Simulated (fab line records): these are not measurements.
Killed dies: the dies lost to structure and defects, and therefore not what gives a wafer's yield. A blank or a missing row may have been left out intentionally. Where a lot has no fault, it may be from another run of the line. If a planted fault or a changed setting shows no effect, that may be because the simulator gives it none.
The tool behind it: which one? :: flow n5-finfet :: Sampling: 24 lots, 72 wafers, 4 of 1938 route steps

== WHAT THE GAUGES SHOWED, per wafer ==
N5_BEOL_M8_CD_MEAS_35: the cd target is 40 nm.
lot: L074
measured: day 9 11:51
on: cd-sem-02
cd-nm (nm): 40.2 40.5 39.8

lot: L077
measured: day 9 23:10
on: cd-sem-02
cd-nm (nm): 40.2 40.3 39.7

lot: L076
measured: day 10 04:25
on: cd-sem-01
cd-nm (nm): 39.2 40.1 40.5

lot: L075
measured: day 10 07:34
on: cd-sem-02
cd-nm (nm): 39.4 39.7 40.5

lot: L078
measured: day 10 10:49
on: cd-sem-02
cd-nm (nm): 39.8 40.1 40.1

lot: L079
measured: day 10 15:40
on: cd-sem-03
cd-nm (nm): 39.9 40.2 39.4

lot: L080
measured: day 10 15:51
on: cd-sem-01
cd-nm (nm): 40.3 40.4 40.4

lot: L081
measured: day 10 18:41
on: cd-sem-01
cd-nm (nm): 39.6 39.7 39.9

lot: L082
measured: day 11 04:32
on: cd-sem-03
cd-nm (nm): 39.2 39.8 39.3

lot: L083
measured: day 11 11:47
on: cd-sem-03
cd-nm (nm): 40.5 39.4 39.9

lot: L085
measured: day 12 01:07
on: cd-sem-03
cd-nm (nm): 40.5 39.6 39.6

lot: L086
measured: day 12 12:41
on: cd-sem-02
cd-nm (nm): 39.8 40.9 39.5

lot: L084
measured: day 12 21:37
on: cd-sem-01
cd-nm (nm): 40.4 40.1 40.3

lot: L088
measured: day 12 22:22
on: cd-sem-03
cd-nm (nm): 39.3 39.8 39.3

lot: L090
measured: day 12 23:46
on: cd-sem-02
cd-nm (nm): 39.7 39.9 40.2

lot: L087
measured: day 13 00:08
on: cd-sem-03
cd-nm (nm): 40.3 40.1 40.4

lot: L089
measured: day 13 03:19
on: cd-sem-02
cd-nm (nm): 40.7 39.7 39.6

lot: L091
measured: day 13 15:04
on: cd-sem-02
cd-nm (nm): 39.5 40.1 40.4

lot: L092
measured: day 14 00:38
on: cd-sem-03
cd-nm (nm): 39.5 39.9 39.6

lot: L093
measured: day 14 10:41
on: cd-sem-01
cd-nm (nm): 40.6 40.4 40.4

lot: L094
measured: day 14 10:51
on: cd-sem-03
cd-nm (nm): 39.6 40.8 40.4

lot: L096
measured: day 14 18:23
on: cd-sem-03
cd-nm (nm): 40.1 39.8 39.3

lot: L095
measured: day 14 18:44
on: cd-sem-02
cd-nm (nm): 39.4 40.4 40.0

lot: L097
measured: day 15 16:38
on: cd-sem-03
cd-nm (nm): 40.3 40.4 40.5

N5_BEOL_M9_OVL_MEAS_12.
lot: L074
measured: day 9 17:02
on: overlay-01
M9_OVL (nm): 0.0 -1.0 0.1

lot: L077
measured: day 10 03:00
on: overlay-01
M9_OVL (nm): 0.7 0.6 0.4

lot: L076
measured: day 10 09:02
on: overlay-02
M9_OVL (nm): -0.3 -0.7 -0.8

lot: L075
measured: day 10 11:07
on: overlay-01
M9_OVL (nm): -1.3 -1.0 -0.8

lot: L078
measured: day 10 15:17
on: overlay-01
M9_OVL (nm): -0.3 -0.4 -0.3

lot: L079
measured: day 10 21:10
on: overlay-02
M9_OVL (nm): -0.5 -0.2 1.0

lot: L080
measured: day 10 21:20
on: overlay-01
M9_OVL (nm): -1.0 -0.2 -0.2

lot: L081
measured: day 10 23:07
on: overlay-01
M9_OVL (nm): -1.3 0.6 -0.4

lot: L082
measured: day 11 08:38
on: overlay-01
M9_OVL (nm): 0.0 -0.1 0.5

lot: L083
measured: day 11 16:27
on: overlay-01
M9_OVL (nm): -0.2 -0.2 0.0

lot: L085
measured: day 12 06:57
on: overlay-02
M9_OVL (nm): -0.8 -1.4 -1.1

lot: L086
measured: day 12 18:01
on: overlay-01
M9_OVL (nm): -0.8 -0.8 -0.9

lot: L084
measured: day 13 01:40
on: overlay-02
M9_OVL (nm): -0.5 -1.5 -0.7

lot: L088
measured: day 13 03:36
on: overlay-02
M9_OVL (nm): 0.3 -0.6 1.1

lot: L090
measured: day 13 04:01
on: overlay-02
M9_OVL (nm): 1.0 0.1 0.0

lot: L087
measured: day 13 04:11
on: overlay-02
M9_OVL (nm): -0.5 -0.3 -0.1

lot: L089
measured: day 13 08:43
on: overlay-02
M9_OVL (nm): 0.4 0.1 -0.7

lot: L091
measured: day 13 20:14
on: overlay-02
M9_OVL (nm): 0.0 1.0 0.0

lot: L092
measured: day 14 05:29
on: overlay-02
M9_OVL (nm): -0.7 0.6 -0.8

lot: L093
measured: day 14 15:48
on: overlay-01
M9_OVL (nm): 0.2 -0.5 -0.4

lot: L094
measured: day 14 15:22
on: overlay-01
M9_OVL (nm): 0.3 1.6 -0.5

lot: L096
measured: day 14 23:22
on: overlay-02
M9_OVL (nm): 0.1 0.5 0.2

lot: L095
measured: day 14 23:33
on: overlay-01
M9_OVL (nm): 0.5 0.2 0.3

lot: L097
measured: day 15 22:44
on: overlay-02
M9_OVL (nm): -1.7 -0.5 -0.7

== WHAT TOOL EACH LOT RAN ON (gives the tool, then ch and the chambers of the sampled wafers, and finally the start) ==
lot: L074
N5_BEOL_M8_CURE_75: uv-cure-02 ch 0, day 9 11:53
N5_BEOL_M8_ANNEAL_51: rtp-anneal-02 ch 0, day 9 14:43

lot: L077
N5_BEOL_M8_CURE_75: uv-cure-01 ch 0, day 9 23:35
N5_BEOL_M8_ANNEAL_51: rtp-anneal-02 ch 0, day 10 00:59

lot: L076
N5_BEOL_M8_CURE_75: uv-cure-02 ch 0, day 10 04:33
N5_BEOL_M8_ANNEAL_51: rtp-anneal-01 ch 0, day 10 06:31

lot: L075
N5_BEOL_M8_CURE_75: uv-cure-02 ch 0, day 10 08:00
N5_BEOL_M8_ANNEAL_51: rtp-anneal-02 ch 0, day 10 09:07

lot: L078
N5_BEOL_M8_CURE_75: uv-cure-03 ch 0, day 10 10:58
N5_BEOL_M8_ANNEAL_51: rtp-anneal-01 ch 0, day 10 12:27

lot: L079
N5_BEOL_M8_CURE_75: uv-cure-02 ch 1, day 10 15:48
N5_BEOL_M8_ANNEAL_51: rtp-anneal-01 ch 0, day 10 18:44

lot: L080
N5_BEOL_M8_CURE_75: uv-cure-01 ch 1, day 10 15:54
N5_BEOL_M8_ANNEAL_51: rtp-anneal-02 ch 0, day 10 18:48

lot: L081
N5_BEOL_M8_CURE_75: uv-cure-02 ch 1, day 10 18:43
N5_BEOL_M8_ANNEAL_51: rtp-anneal-01 ch 0, day 10 20:01

lot: L082
N5_BEOL_M8_CURE_75: uv-cure-03 ch 2, day 11 04:35
N5_BEOL_M8_ANNEAL_51: rtp-anneal-01 ch 0, day 11 05:47

lot: L083
N5_BEOL_M8_CURE_75: uv-cure-02 ch 1, day 11 11:50
N5_BEOL_M8_ANNEAL_51: rtp-anneal-02 ch 0, day 11 13:23

lot: L085
N5_BEOL_M8_CURE_75: uv-cure-02 ch 2, day 12 01:12
N5_BEOL_M8_ANNEAL_51: rtp-anneal-02 ch 0, day 12 02:54

lot: L086
N5_BEOL_M8_CURE_75: uv-cure-01 ch 2, day 12 12:44
N5_BEOL_M8_ANNEAL_51: rtp-anneal-02 ch 0, day 12 13:57

lot: L084
N5_BEOL_M8_CURE_75: uv-cure-01 ch 2, day 12 21:39
N5_BEOL_M8_ANNEAL_51: rtp-anneal-02 ch 0, day 12 23:13

lot: L088
N5_BEOL_M8_CURE_75: uv-cure-01 ch 2, day 12 22:28
N5_BEOL_M8_ANNEAL_51: rtp-anneal-02 ch 0, day 13 00:13

lot: L090
N5_BEOL_M8_CURE_75: uv-cure-02 ch 0, day 12 23:52
N5_BEOL_M8_ANNEAL_51: rtp-anneal-01 ch 0, day 13 01:16

lot: L087
N5_BEOL_M8_CURE_75: uv-cure-02 ch 0, day 13 00:11
N5_BEOL_M8_ANNEAL_51: rtp-anneal-02 ch 0, day 13 01:28

lot: L089
N5_BEOL_M8_CURE_75: uv-cure-03 ch 0, day 13 03:27
N5_BEOL_M8_ANNEAL_51: rtp-anneal-01 ch 0, day 13 06:37

lot: L091
N5_BEOL_M8_CURE_75: uv-cure-03 ch 0, day 13 15:07
N5_BEOL_M8_ANNEAL_51: rtp-anneal-02 ch 0, day 13 16:58

lot: L092
N5_BEOL_M8_CURE_75: uv-cure-02 ch 1, day 14 00:44
N5_BEOL_M8_ANNEAL_51: rtp-anneal-01 ch 0, day 14 02:59

lot: L093
N5_BEOL_M8_CURE_75: uv-cure-01 ch 2, day 14 10:43
N5_BEOL_M8_ANNEAL_51: rtp-anneal-02 ch 0, day 14 12:59

lot: L094
N5_BEOL_M8_CURE_75: uv-cure-02 ch 2, day 14 11:08
N5_BEOL_M8_ANNEAL_51: rtp-anneal-02 ch 0, day 14 12:51

lot: L096
N5_BEOL_M8_CURE_75: uv-cure-03 ch 0, day 14 18:26
N5_BEOL_M8_ANNEAL_51: rtp-anneal-01 ch 0, day 14 20:10

lot: L095
N5_BEOL_M8_CURE_75: uv-cure-02 ch 1, day 14 18:50
N5_BEOL_M8_ANNEAL_51: rtp-anneal-01 ch 0, day 14 20:35

lot: L097
N5_BEOL_M8_CURE_75: uv-cure-02 ch 2, day 15 17:10
N5_BEOL_M8_ANNEAL_51: rtp-anneal-01 ch 0, day 15 19:04
- N5_BEOL_M8_CURE_75: cures SiCOH lowk, time 120 s.
- N5_BEOL_M8_ANNEAL_51: time 90 s.

== AS READ BY THE TOOLS THEMSELVES (means over the sampled wafers that have a number; for cases with no such wafer, the mark the record gives instead) ==
N5_BEOL_M8_CURE_75.
lot: L074
tool: uv-cure-02
lamp-power-pct (%): 52.32
wafer_temp_C_max: 371.9

lot: L077
tool: uv-cure-01
lamp-power-pct (%): 52.32
wafer_temp_C_max: 371.0

lot: L076
tool: uv-cure-02
lamp-power-pct (%): 52.37
wafer_temp_C_max: 371.6

lot: L075
tool: uv-cure-02
lamp-power-pct (%): 52.33
wafer_temp_C_max: 371.8

lot: L078
tool: uv-cure-03
lamp-power-pct (%): 52.36
wafer_temp_C_max: 371.1

lot: L079
tool: uv-cure-02
lamp-power-pct (%): 52.35
wafer_temp_C_max: 371.4

lot: L080
tool: uv-cure-01
lamp-power-pct (%): 52.30
wafer_temp_C_max: 372.1

lot: L081
tool: uv-cure-02
lamp-power-pct (%): 52.30
wafer_temp_C_max: 371.8

lot: L082
tool: uv-cure-03
lamp-power-pct (%): 52.36
wafer_temp_C_max: 372.8

lot: L083
tool: uv-cure-02
lamp-power-pct (%): 52.34
wafer_temp_C_max: 371.7

lot: L085
tool: uv-cure-02
lamp-power-pct (%): 52.31
wafer_temp_C_max: 372.0

lot: L086
tool: uv-cure-01
lamp-power-pct (%): 52.31
wafer_temp_C_max: 371.7

lot: L084
tool: uv-cure-01
lamp-power-pct (%): 52.31
wafer_temp_C_max: 372.0

lot: L088
tool: uv-cure-01
lamp-power-pct (%): 52.34
wafer_temp_C_max: 371.9

lot: L090
tool: uv-cure-02
lamp-power-pct (%): 52.29
wafer_temp_C_max: 371.6

lot: L087
tool: uv-cure-02
lamp-power-pct (%): 52.30
wafer_temp_C_max: 372.3

lot: L089
tool: uv-cure-03
lamp-power-pct (%): 52.30
wafer_temp_C_max: 371.4

lot: L091
tool: uv-cure-03
lamp-power-pct (%): 52.28
wafer_temp_C_max: 371.5

lot: L092
tool: uv-cure-02
lamp-power-pct (%): 52.30
wafer_temp_C_max: 371.4

lot: L093
tool: uv-cure-01
lamp-power-pct (%): 52.33
wafer_temp_C_max: 371.8

lot: L094
tool: uv-cure-02
lamp-power-pct (%): 52.26
wafer_temp_C_max: 371.7

lot: L096
tool: uv-cure-03
lamp-power-pct (%): 52.26
wafer_temp_C_max: 371.3

lot: L095
tool: uv-cure-02
lamp-power-pct (%): 52.29
wafer_temp_C_max: 371.5

lot: L097
tool: uv-cure-02
lamp-power-pct (%): 52.35
wafer_temp_C_max: 371.8

N5_BEOL_M8_ANNEAL_51.
lot: L074
tool: rtp-anneal-02
wafer_temp_C_max: 226.4

lot: L077
tool: rtp-anneal-02
wafer_temp_C_max: 226.1

lot: L076
tool: rtp-anneal-01
wafer_temp_C_max: 225.8

lot: L075
tool: rtp-anneal-02
wafer_temp_C_max: 226.4

lot: L078
tool: rtp-anneal-01
wafer_temp_C_max: 225.7

lot: L079
tool: rtp-anneal-01
wafer_temp_C_max: 226.0

lot: L080
tool: rtp-anneal-02
wafer_temp_C_max: 226.3

lot: L081
tool: rtp-anneal-01
wafer_temp_C_max: 225.6

lot: L082
tool: rtp-anneal-01
wafer_temp_C_max: 225.6

lot: L083
tool: rtp-anneal-02
wafer_temp_C_max: 226.1

lot: L085
tool: rtp-anneal-02
wafer_temp_C_max: 226.4

lot: L086
tool: rtp-anneal-02
wafer_temp_C_max: 226.3

lot: L084
tool: rtp-anneal-02
wafer_temp_C_max: 226.5

lot: L088
tool: rtp-anneal-02
wafer_temp_C_max: 226.2

lot: L090
tool: rtp-anneal-01
wafer_temp_C_max: 225.8

lot: L087
tool: rtp-anneal-02
wafer_temp_C_max: 226.0

lot: L089
tool: rtp-anneal-01
wafer_temp_C_max: 225.6

lot: L091
tool: rtp-anneal-02
wafer_temp_C_max: 226.4

lot: L092
tool: rtp-anneal-01
wafer_temp_C_max: 225.8

lot: L093
tool: rtp-anneal-02
wafer_temp_C_max: 226.6

lot: L094
tool: rtp-anneal-02
wafer_temp_C_max: 226.4

lot: L096
tool: rtp-anneal-01
wafer_temp_C_max: 225.6

lot: L095
tool: rtp-anneal-01
wafer_temp_C_max: 226.0

lot: L097
tool: rtp-anneal-01
wafer_temp_C_max: 225.8

== THE ANSWER, worked out from the rows above alone ==
Rule: what is usual is taken from the lots themselves. The widest of any qualifying gaps counts: lots, ordered by their means at a reading, are off when they make up no more than a third of the lots, leave a main group of 4 or more, and stand apart from it by 3 or more times the standard deviation of that group's means. A main group is skipped when, at the precision printed for the reading in the tables above, its means are all equal. Also off: a lot with no number at a reading for which 4 or more lots have one. Any other lot the step has rows for is counted as sound. First the gauges in route order, then the tools' own readings, where a lot's mean is used as printed above. At the first step where some lot is off, the reading lying furthest off is the one used; lots without a number count as furthest.
None of the lots is off at any reading shown; this tells nothing.

== WHAT THE SIMULATOR HAD INSERTED ==
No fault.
